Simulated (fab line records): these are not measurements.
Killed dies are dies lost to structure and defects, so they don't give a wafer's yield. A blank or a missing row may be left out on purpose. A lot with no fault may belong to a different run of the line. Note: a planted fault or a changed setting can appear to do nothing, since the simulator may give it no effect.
fab line records | flow nand_harc
record: lots: 5 wafers: 15 last_day: 24
route steps=1159 shown P_CONTACT@217 END@1159
lots with no fault: from the same line, run without faults
start_h: the number of hours between the record's first day and the start of the first shown wafer of the lot | wait_h: hours from the lot's prior step to this one | " as in the row above | L1.1+2: a single row standing in for several wafers | - no value, or no start was given | * or withheld: withheld | < > ~ a bound
route shown NAME@n: NAME is a module with steps in the file, n the number in the route of the first one | usual: mean/standard deviation taken from wafers without a fault | same: alike in all rows | chamber/n: place in a boat | sites: the reading at each site | _std_site: their standard deviation | _edge_site: the outer-site mean with the inner-site mean subtracted | radius_mm: for every site, how far away it sits from the centre of the wafer | mask NAME#n: copy n | behind: the tool/chamber that last shaped the wafer | hold: what put the lot on hold/how long, in hours/how the hold closed | device: whichever transistor did not switch (one of n, p or np) | end of line: the route-end tests of the same wafers | for a step that has no rows: nothing shown but its recipe | killed: dies that structure and defects cost at the first sort, which is not the same as the wafer's yield | map: the dies of a wafer, with x for killed, . for not killed, _ for no die there
set.NAME: setting as actually run; set.NAME@STEP: the setting as run at that earlier step | model.NAME: the simulator's own value behind a step, which no gauge read
lots at selected steps of the route; one table per step, one row per wafer
services: from which hour (start_h, from the record's first day; less than 0 if before it) a tool's chamber was out of use, for how many hours, and why
== steps ==
step: NHARC_P_CONTACT_DEP_30
recipe: target_thk_a: 300 temp_c: 400 target_thk_nm: 30 flow_sccm: 200 rf_w: 450 material: SiNx
usual: heater_power_w: 733/110
columns lot.wafer tool chamber start_h wait_h heater_power_w since_wet_clean_h
L831.4 pecvd-02 2 110.02 0.2 675 -
L831.6 " 2 " " 685 -
L831.5 " 0 " " 972 -
L839.2 pecvd-04 2 160.67 0.1 756 133
L839.5 " 2 " " 768 -
L839.6 " 0 " " 526 -
L842.2 pecvd-04 2 183.53 0.1 826 156
L842.1 " 0 " " 543 156
L842.5 " 1 " " 626 -
L850.1 pecvd-02 2 225.27 0.1 726 59
L850.4 " 1 " " 782 -
L850.6 " 2 " " 737 -
L852.1 pecvd-04 1 234.76 0.1 637 26
L852.3 " 2 " " 827 26
L852.2 " 0 " " 582 26
step: NHARC_P_CONTACT_DEP_00
recipe: target_thk_a: 5000 temp_c: 400 pressure_torr: 6.5 rf_w: 900 teos_flow_sccm: 161.4 flow_sccm: 2650 target_thk_nm: 500 gas: O2 material: SiO2
usual: heater_power_w: 578/110 throttle_valve_pct: 16.1/0.46
columns lot.wafer tool chamber start_h wait_h heater_power_w since_wet_clean_h throttle_valve_pct
L831.4 pecvd-02 2 110.38 0.3 621 - 16.7
L831.6 " 2 " " 632 - 16.2
L831.5 " 0 " " 793 - 16.3
L839.2 pecvd-04 2 - - 663 133 16.1
L839.5 " 2 " " 674 - 16.3
L839.6 " 0 " " 327 - 15.8
L842.2 pecvd-04 2 - - 693 156 16.3
L842.1 " 0 " " 422 156 15.9
L842.5 " 1 " " 514 - 15.3
L850.1 pecvd-02 2 - - 576 59 16.5
L850.4 " 1 " " 659 - 16.4
L850.6 " 2 " " 610 - 16.4
L852.1 pecvd-04 1 - - 477 26 14.8
L852.3 " 2 " " 692 26 15.9
L852.2 " 0 " " 460 26 15.9
step: NHARC_P_CONTACT_CMP_01
recipe: target_thk_nm: 200 material: SiO2
usual: edge_zone_pressure_frac: 1.000/0.0048 motor_current_A: 11.7/1.3
columns lot.wafer tool chamber start_h wait_h edge_zone_pressure_frac motor_current_A
L831.4 cmp-02 0 110.88 0.4 0.997 10.9
L831.6 " 0 " " 0.999 11.8
L831.5 " 1 " " 1.001 10.4
L839.2 cmp-03 3 161.42 - 1.001 11.8
L839.6 " 0 " " 1.001 9.3
L839.5 " 1 " " 1.001 12.7
L842.2 cmp-03 3 184.21 - 0.999 11.3
L842.1 " 2 " " 1.005 11.8
L842.5 " 0 " " 1.000 9.3
L850.1 cmp-03 0 225.94 - 0.994 9.3
L850.4 " 3 " " 0.990 11.9
L850.6 " 1 " " 0.996 12.3
L852.3 cmp-02 1 235.46 - 1.004 11.0
L852.1 " 2 " " 0.999 11.7
L852.2 " 3 " " 0.997 10.4
step: NHARC_P_CONTACT_SRD_03
step: NHARC_P_CONTACT_DEHYDRATE_04
recipe: temp_c: 150 time_s: 120
step: NHARC_P_CONTACT_HMDS_05
recipe: time_s: 30
step: NHARC_P_CONTACT_COAT_33
recipe: temp_c: 260 time_s: 75
step: NHARC_P_CONTACT_COAT_34
recipe: temp_c: 225 time_s: 65
step: NHARC_P_CONTACT_COAT_06
recipe: spin_rpm: 1500 resist_thk_nm: 90
step: NHARC_P_CONTACT_SOFTBAKE_07
recipe: temp_c: 105 time_s: 55
step: NHARC_P_CONTACT_EBR_08
step: NHARC_P_CONTACT_EXPOSE_09
recipe: na: 1.35 target_cd_nm: 90 dose_mj: 81.26 mask_id: P_CA
usual: focus_offset_nm: -0.1/0.51 stage_vel_mm_s: 500.01/0.22
columns lot.wafer tool chamber start_h wait_h mask focus_offset_nm stage_vel_mm_s
L831.4 arfi_scanner-03 0 111.58 - P_CA#0 0.1 500.34
L831.5 " 0 " " P_CA#0 0.1 499.74
L831.6 " 0 " " P_CA#0 -0.6 499.86
L839.2 arfi_scanner-03 0 162.05 - P_CA#0 0.1 500.31
L839.5 " 0 " " P_CA#0 -0.3 500.07
L839.6 " 0 " " P_CA#0 0.7 499.78
L842.1 arfi_scanner-03 0 184.90 - P_CA_R1#0 0.1 500.31
L842.2 " 0 " " P_CA_R1#0 -0.1 500.15
L842.5 " 0 " " P_CA_R1#0 -0.2 500.39
L850.1 arfi_scanner-01 0 226.51 - P_CA#0 0.3 499.81
L850.4 " 0 " " P_CA#0 -0.1 500.24
L850.6 " 0 " " P_CA#0 -0.2 499.94
L852.1 arfi_scanner-03 0 236.15 - P_CA#0 0.3 499.80
L852.2 " 0 " " P_CA#0 -0.5 499.66
L852.3 " 0 " " P_CA#0 0.3 499.34
step: NHARC_P_CONTACT_PEB_10
recipe: peb_temp_c: 100 peb_time_s: 65
step: NHARC_P_CONTACT_DEVELOP_11
recipe: develop_time_s: 35 dev_temp_c: 23
step: NHARC_P_CONTACT_CD_MEAS_12
recipe: target_cd_nm: 90 landing_energy_ev: 500
usual: cd_nm: 90.3/0.58
columns lot.wafer tool chamber start_h wait_h cd_nm
L831.4 cd_sem-01 0 111.72 - 90.8
L831.5 " 0 " " 90.8
L831.6 " 0 " " 91.2
L839.2 cd_sem-01 0 162.18 - 88.7
L839.5 " 0 " " 90.2
L839.6 " 0 " " 90.6
L842.1 cd_sem-03 0 185.04 - 80.1
L842.2 " 0 " " 79.8
L842.5 " 0 " " 79.9
L850.1 cd_sem-01 0 226.65 - 90.5
L850.4 " 0 " " 89.3
L850.6 " 0 " " 90.2
L852.1 cd_sem-01 0 236.29 - 91.6
L852.2 " 0 " " 90.6
L852.3 " 0 " " 91.6
step: NHARC_P_CONTACT_OVL_MEAS_13
usual: overlay_x_nm: 0.0/0.8 overlay_y_nm: 0.0/0.98
columns lot.wafer tool chamber start_h wait_h overlay_x_nm overlay_y_nm
L831.4 overlay-01 - 111.80 - 0.5 0.1
L831.5 " - " " 0.3 0.7
L831.6 " - " " 0.3 1.0
L839.2 overlay-02 - 162.28 - 0.5 0.0
L839.5 " - " " 0.7 -0.4
L839.6 " - " " 0.4 -0.2
L842.1 overlay-01 - 185.13 - -0.8 1.3
L842.2 " - " " -0.7 0.6
L842.5 " - " " -0.7 0.6
L850.1 overlay-02 - 226.73 - 0.2 0.7
L850.4 " - " " 0.5 0.7
L850.6 " - " " 0.1 0.1
L852.1 overlay-02 - 236.38 - 1.1 -0.1
L852.2 " - " " 1.2 -0.4
L852.3 " - " " 0.7 -0.7
step: NHARC_P_CONTACT_INSPECT_14
usual: raw_defect_count: 3.6/2
columns lot.wafer tool chamber start_h wait_h raw_defect_count
L831.4 defect_inspect-01 - 111.84 0.0 0
L831.5 " - " " 1
L831.6 " - " " 2
L839.2 defect_inspect-01 - 162.32 0.0 5
L839.5 " - " " 7
L839.6 " - " " 4
L842.1 defect_inspect-01 - 185.16 0.0 7
L842.2 " - " " 3
L842.5 " - " " 4
L850.1 defect_inspect-02 - 226.77 0.0 5
L850.4 " - " " 3
L850.6 " - " " 2
L852.1 defect_inspect-01 - 236.42 0.0 5
L852.2 " - " " 2
L852.3 " - " " 2
step: NHARC_P_CONTACT_DESCUM_17
recipe: time_s: 3 o2_flow_sccm: 200 ar_flow_sccm: 0 bias_power_w: 0 chemistry: O2
usual: drypump_motor_current_A: 5.7/0.41 oes_product_au: 1.000/0.0097 rf_vpp_V: 57.7/0.91 showerhead_plenum_p_Torr: 1.90/0.073 throttle_valve_pct: 11.311/0.0093
columns lot.wafer tool chamber start_h wait_h drypump_motor_current_A oes_product_au rf_hours_counter_h rf_vpp_V showerhead_plenum_p_Torr throttle_valve_pct model.P_CONTACT.cd_nm
L831.4 rie_diel-10 3 111.92 0.1 5.7 0.999 9 57.1 1.81 11.311 90.17
L831.6 " 0 " " 5.7 1.023 - 57.0 1.91 11.315 91.07
L831.5 " 1 " " 5.1 1.014 - 56.0 1.82 11.299 90.36
L839.2 rie_diel-11 3 162.39 0.1 5.9 0.998 13 57.0 1.85 11.313 89.65
L839.6 " 2 " " 6.1 0.995 - 55.6 1.97 11.321 90.36
L839.5 " 3 " " 5.9 1.011 - 57.4 1.85 11.300 90.79
L842.2 rie_diel-11 2 185.23 0.1 6.0 0.991 17 57.5 1.97 11.297 79.44
L842.1 " 0 " " 5.4 0.991 18 58.3 2.00 11.301 81.13
L842.5 " 1 " " 6.3 1.002 - 57.9 1.84 11.314 79.82
L850.4 rie_diel-11 3 226.83 0.1 6.0 1.002 2 58.5 1.85 11.308 89.46
L850.1 " 0 " " 5.4 0.987 3 57.0 2.00 11.307 91.06
L850.6 " 3 " " 5.9 1.010 - 57.0 1.85 11.317 90.99
L852.3 rie_diel-11 3 236.48 0.1 5.9 1.004 4 57.7 1.85 11.315 91.98
L852.1 " 1 " " 6.3 0.993 5 55.6 1.84 11.307 90.75
L852.2 " 2 " " 6.1 0.994 4 58.1 1.97 11.287 90.63
step: NHARC_P_CONTACT_ETCH_35
recipe: target_depth_a: 390 over_etch_frac: 0.3 time_s: 65 ion_energy_ev: 80 cf4_flow_sccm: 150 ar_flow_sccm: 0 rf_w: 300 bias_w: 100 chemistry: CF4
usual: cf4_flow_sccm: 149.9/0.47 drypump_motor_current_A: 5.7/0.41 oes_product_au: 1.000/0.0098 rf_vpp_V: 151.1/1.1 showerhead_plenum_p_Torr: 1.75/0.063 throttle_valve_pct: 13.283/0.0092
columns lot.wafer tool chamber start_h wait_h cf4_flow_sccm drypump_motor_current_A oes_product_au rf_hours_counter_h rf_vpp_V showerhead_plenum_p_Torr throttle_valve_pct
L831.4 rie_diel-10 1 112.00 0.1 149.5 5.1 1.013 9 149.3 1.69 13.283
L831.6 " 2 " " 149.7 5.2 0.998 - 153.1 1.81 13.302
L831.5 " 3 " " 149.7 5.8 1.001 - 150.4 1.68 13.278
L839.2 rie_diel-11 3 162.48 0.1 149.2 6.0 1.016 13 150.5 1.72 13.276
L839.5 " 1 " " 150.1 6.3 1.001 - 151.0 1.71 13.282
L839.6 " 2 " " 150.5 6.0 0.987 - 151.2 1.82 13.277
L842.1 rie_diel-11 2 185.32 0.1 149.9 6.1 1.010 17 151.8 1.82 13.277
L842.2 " 0 " " 150.8 5.4 1.000 18 153.2 1.84 13.271
L842.5 " 1 " " 149.6 6.3 1.000 - 149.9 1.70 13.284
L850.1 rie_diel-11 0 226.92 0.1 149.7 5.4 0.986 3 152.5 1.84 13.285
L850.4 " 1 " " 150.8 6.3 0.986 3 149.4 1.70 13.294
L850.6 " 3 " " 149.8 5.9 0.997 - 152.0 1.71 13.264
L852.2 rie_diel-11 2 236.57 0.1 149.6 6.1 0.997 4 152.4 1.82 13.276
L852.1 " 3 " " 150.5 6.0 1.001 4 150.8 1.71 13.276
L852.3 " 0 " " 150.2 5.4 0.992 4 150.5 1.84 13.274
step: NHARC_P_CONTACT_ETCH_36
recipe: target_depth_a: 2600 over_etch_frac: 0.25 time_s: 406.25 ion_energy_ev: 200 n2_flow_sccm: 150 h2_flow_sccm: 150 ar_flow_sccm: 0 rf_w: 400 bias_w: 150 chemistry: N2/H2
usual: drypump_motor_current_A: 5.7/0.39 n2_flow_sccm: 149.9/0.46 oes_product_au: 0.998/0.0089 rf_vpp_V: 430.0/2.4 showerhead_plenum_p_Torr: 2.02/0.08 throttle_valve_pct: 14.171/0.01
columns lot.wafer tool chamber start_h wait_h drypump_motor_current_A n2_flow_sccm oes_product_au rf_hours_counter_h rf_vpp_V showerhead_plenum_p_Torr throttle_valve_pct
L831.4 rie_diel-10 1 - - 5.1 150.4 1.000 10 428.3 1.94 14.157
L831.6 " 3 " " 5.7 150.1 1.003 - 427.5 1.92 14.178
L831.5 " 0 " " 5.7 150.4 1.008 - 430.0 2.04 14.166
L839.2 rie_diel-11 1 - - 6.3 149.8 0.993 16 427.4 1.96 14.178
L839.5 " 0 " " 5.4 149.0 0.993 - 433.1 2.14 14.158
L839.6 " 1 " " 6.3 149.0 1.007 - 427.9 1.96 14.167
L842.2 rie_diel-11 2 - - 6.1 149.6 0.993 17 433.3 2.11 14.175
L842.1 " 1 " " 6.3 150.0 0.997 18 429.3 1.96 14.164
L842.5 " 2 " " 6.1 149.8 0.994 - 433.1 2.11 14.163
L850.1 rie_diel-11 1 - - 6.3 149.7 0.998 3 426.9 1.96 14.181
L850.4 " 2 " " 6.1 150.1 0.997 3 433.4 2.11 14.193
L850.6 " 2 " " 6.1 150.1 0.994 - 434.7 2.11 14.159
L852.1 rie_diel-11 3 - - 5.9 149.9 0.998 4 428.8 1.97 14.159
L852.2 " 0 " " 5.4 150.3 0.996 4 432.2 2.13 14.159
L852.3 " 2 " " 6.0 149.2 1.006 4 431.2 2.10 14.166
step: NHARC_P_CONTACT_ETCH_18
recipe: target_depth_a: 4810 time_s: 240.5 c4f8_flow_sccm: 20 o2_flow_sccm: 10 ar_flow_sccm: withheld rf_w: 600 bias_w: 1500 chemistry: C4F8/O2/Ar
step: NHARC_P_CONTACT_STRIP_37
recipe: c4f8_flow_sccm: withheld o2_flow_sccm: 8 ar_flow_sccm: withheld bias_w: 0 chemistry: C4F8/O2/Ar
step: NHARC_P_CONTACT_ETCH_31
recipe: target_depth_a: 300 time_s: 85.7 ion_energy_ev: 120 over_etch_frac: 1 ch3f_flow_sccm: 50 o2_flow_sccm: 30 ar_flow_sccm: 200 rf_w: 500 bias_w: 100 chemistry: CH3F/O2
usual: drypump_motor_current_A: 5.7/0.41 oes_product_au: 0.980/0.011 rf_vpp_V: 244.1/1.5 showerhead_plenum_p_Torr: 2.44/0.089 throttle_valve_pct: 20.661/0.0089
columns lot.wafer tool chamber start_h wait_h drypump_motor_current_A oes_product_au rf_hours_counter_h rf_vpp_V showerhead_plenum_p_Torr throttle_valve_pct model.P_CONTACT.cd_nm
L831.4 rie_diel-10 0 - - 5.7 0.986 9 245.7 2.46 20.650 88.59
L831.5 " 0 " " 5.8 0.986 - 245.1 2.46 20.647 88.79
L831.6 " 1 " " 5.1 0.979 - 243.0 2.34 20.664 90.29
L839.2 rie_diel-11 0 - - 5.4 0.974 16 245.5 2.57 20.655 88.78
L839.5 " 2 " " 6.1 0.986 - 245.3 2.54 20.657 91.37
L839.6 " 3 " " 5.9 0.981 - 243.6 2.38 20.653 89.84
L842.2 rie_diel-11 0 - - 5.4 0.965 18 245.4 2.57 20.660 79.59
L842.1 " 1 " " 6.3 0.981 18 242.4 2.37 20.659 80.32
L842.5 " 3 " " 6.0 0.996 - 243.4 2.38 20.658 80.13
L850.1 rie_diel-11 1 - - 6.3 0.978 3 244.0 2.37 20.664 91.74
L850.4 " 3 " " 5.9 0.977 3 244.8 2.38 20.671 91.86
L850.6 " 1 " " 6.3 0.974 - 242.4 2.36 20.645 94.71
L852.2 rie_diel-11 2 - - 6.2 0.986 5 245.2 2.53 20.663 94.16
L852.1 " 0 " " 5.4 0.968 4 245.4 2.57 20.643 92.15
L852.3 " 1 " " 6.3 0.990 5 243.5 2.36 20.658 94.5
step: NHARC_P_CONTACT_CD_MEAS_19
usual: cd_nm: 90.6/1.6
columns lot.wafer tool chamber start_h wait_h cd_nm
L831.4 cd_sem-01 - 112.78 - 88.9
L831.5 " - " " 89.0
L831.6 " - " " 90.5
L839.2 cd_sem-03 - 163.25 - 88.8
L839.5 " - " " 91.1
L839.6 " - " " 90.0
L842.1 cd_sem-02 - 186.10 - 80.4
L842.2 " - " " 79.6
L842.5 " - " " 80.1
L850.1 cd_sem-02 - 227.70 - 91.6
L850.4 " - " " 91.8
L850.6 " - " " 94.8
L852.1 cd_sem-02 - 237.36 - 92.3
L852.2 " - " " 93.7
L852.3 " - " " 94.6
step: NHARC_END_SORT_01
recipe: temp_c: 25
usual: killed_at_array: 25/9.2 killed_at_other: 0.9/1.3 killed_at_periphery: 3.3/2.3 killed_dies: 29/9.6 killed_open: 3.2/1.8 killed_short: 2/1.4
same: gross_dies: 677
columns lot.wafer tool chamber start_h wait_h killed_at_array killed_at_other killed_at_periphery killed_dies killed_open killed_short
L839.2 prober-02 0 478.93 2.8 32 4 2 38 6 1
L839.5 prober-02 0 481.31 3.7 33 1 4 38 3 1
L842.1 prober-02 0 520.08 2.5 29 1 14 44 2 4
L842.2 prober-02 0 520.87 2.8 28 0 16 44 2 2
L842.5 prober-02 0 523.25 3.7 28 0 20 48 1 1
killed by level:class
L839.2 A_CHANNEL_HOLE_D1:chamber_film_flake=7 A_SLIT:chamber_film_flake=5 A_CONTACT:chamber_film_flake=4 A_STAIRCASE:chamber_film_flake=4 THIN_TSV:chamber_film_flake=4 A_M0:geometric_particle:open=3 A_CHANNEL_FILL_D1:chamber_film_flake=2 A_M0:chamber_film_flake=2
L839.5 A_CHANNEL_HOLE_D1:chamber_film_flake=11 A_SLIT:chamber_film_flake=6 A_M0:chamber_film_flake=5 P_ZERO_WELL:chamber_film_flake=4 A_CONTACT:chamber_film_flake=3 A_WL_FILL:chamber_film_flake=2 A_ONON_D1:geometric_particle:open=1 A_CHANNEL_FILL_D1:geometric_particle:open=1
L842.1 A_CHANNEL_HOLE_D1:chamber_film_flake=17 P_CONTACT:area_expose=7 P_ZERO_WELL:chamber_film_flake=4 P_GATE:chamber_film_flake=2 A_STAIRCASE:chamber_film_flake=2 A_WL_FILL:chamber_film_flake=2 A_CONTACT:chamber_film_flake=2 P_BONDPAD:geometric_particle:open=1
L842.2 A_CHANNEL_HOLE_D1:chamber_film_flake=18 P_CONTACT:area_expose=14 P_ZERO_WELL:chamber_film_flake=2 A_CONTACT:chamber_film_flake=2 A_SOURCE_PLATE:geometric_particle:open=1 A_SOURCE_PLATE:geometric_particle:short=1 A_ONON_D1:geometric_particle:short=1 A_CHANNEL_FILL_D1:geometric_particle:open=1
L842.5 A_CHANNEL_HOLE_D1:chamber_film_flake=17 P_CONTACT:area_expose=16 A_ZERO_WELL:chamber_film_flake=4 A_CONTACT:chamber_film_flake=3 P_GATE:chamber_film_flake=2 A_BLC:geometric_particle:open=1 A_BLC:geometric_particle:short=1 P_ZERO_WELL:chamber_film_flake=1
map L842.5 (x killed, . not)
____________.____________
_________......._________
_______..........._______
______.............______
_____..............._____
____.................____
____.................____
___.....x......x......___
___...................___
__...x..........x......__
__................x....__
_.............x........._
_..........x............_
_......................._
_......................._
_............x.........._
....................x....
.........................
.......................x.
.........................
.........................
_......................x_
_......................._
_......................._
_..............x........_
_.x....................._
__.....................__
__..........x..........__
___...........x.......___
___x..........xxxx....___
____...........xxx...____
____.........xxx....x____
_____.x....x.xxx...._____
______..x..x..x.xx.______
_______x..xx.xxx.x_______
_________....xxx_________
____________x____________
map L831.4 (x killed, . not)
____________.____________
_________......._________
_______..........._______
______......x......______
_____..............._____
____.................____
____...............x.____
___...................___
___............x.x....___
__.....................__
__.....................__
_..............x........_
_............x.........._
_............x.........._
_............x.....x...._
_......................._
x........................
.........................
.........................
.....................x...
..............x..........
_......................._
_......................._
_........x.............._
_......................._
_.....x................._
__.......x.............__
__.....................__
___...................___
___...............x...___
____...........xx....____
____.xx.x....xx.x....____
_____.......x...xx.x_____
______........xx...______
_______.........xx_______
_________.....x._________
____________x____________
== services ==
columns tool chamber start_h hours kind
pecvd-02 0 94.54 2.4 repair
rie_diel-11 0 95.05 - clean
rie_diel-11 1 95.05 - clean
rie_diel-11 2 95.05 - clean
rie_diel-11 3 95.05 - clean
rie_diel-11 0 119.55 - clean
arfi_scanner-03 - 120.80 0.9 repair
cmp-02 - 128.60 4.0 pm
pecvd-02 1 134.35 24.9 repair
cmp-03 - 135.50 1.4 repair
arfi_scanner-03 - 140.00 4.0 pm
pecvd-02 - 153.37 13.0 pm
cmp-03 - 156.00 4.0 pm
pecvd-04 - 161.75 0.4 repair
rie_diel-10 - 176.50 9.0 pm
rie_diel-11 - 189.55 9.0 pm
rie_diel-10 3 195.26 3.1 repair
pecvd-04 - 195.70 13.0 pm
arfi_scanner-01 - 196.00 4.0 pm
arfi_scanner-03 - 201.08 2.6 repair
arfi_scanner-01 - 211.15 0.7 repair
cmp-02 - 221.89 0.2 repair
cmp-02 - 226.60 4.0 pm
arfi_scanner-03 - 237.11 0.8 repair
== key ==
first_sign: step: NHARC_P_CONTACT_EXPOSE_09 reading: mask direction: changed
effect: step: NHARC_P_CONTACT_CD_MEAS_12 reading: cd_nm direction: down sigmas: 18 usual: 90.3 struck: 79.9
effect: step: NHARC_P_CONTACT_CD_MEAS_19 reading: cd_nm direction: down sigmas: 6.4 usual: 90.6 struck: 80.1
effect: step: NHARC_END_SORT_01 reading: killed_at_periphery direction: up sigmas: 5.8 usual: 3.3 struck: 16.7
model_effect: step: NHARC_P_CONTACT_DESCUM_17 value: P_CONTACT.cd_nm without: 89.74 struck: 80.13
model_effect: step: NHARC_P_CONTACT_ETCH_31 value: P_CONTACT.cd_nm without: 89.63 struck: 80.01
met_at NHARC_P_CONTACT_EXPOSE_09
struck_wafers L842.1,L842.2,L842.5
tester_left_out L842
onset_between 162.05 184.90
fault: kind: wrong_mask tool: any chamber: - onset_h: 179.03 steps: NHARC_P_CONTACT_EXPOSE_09 aux_copy: P_CA_R1#0 cd_offset_nm: -9.614 scope: struck_lots_only
tester_left_out: of these lots the tester's yield and bins aren't shown, on N5 and GAA mostly nor the transistor test; their killed dies are dies lost to structure and defects alone, not to doping, threshold or leakage, so they don't give the yield
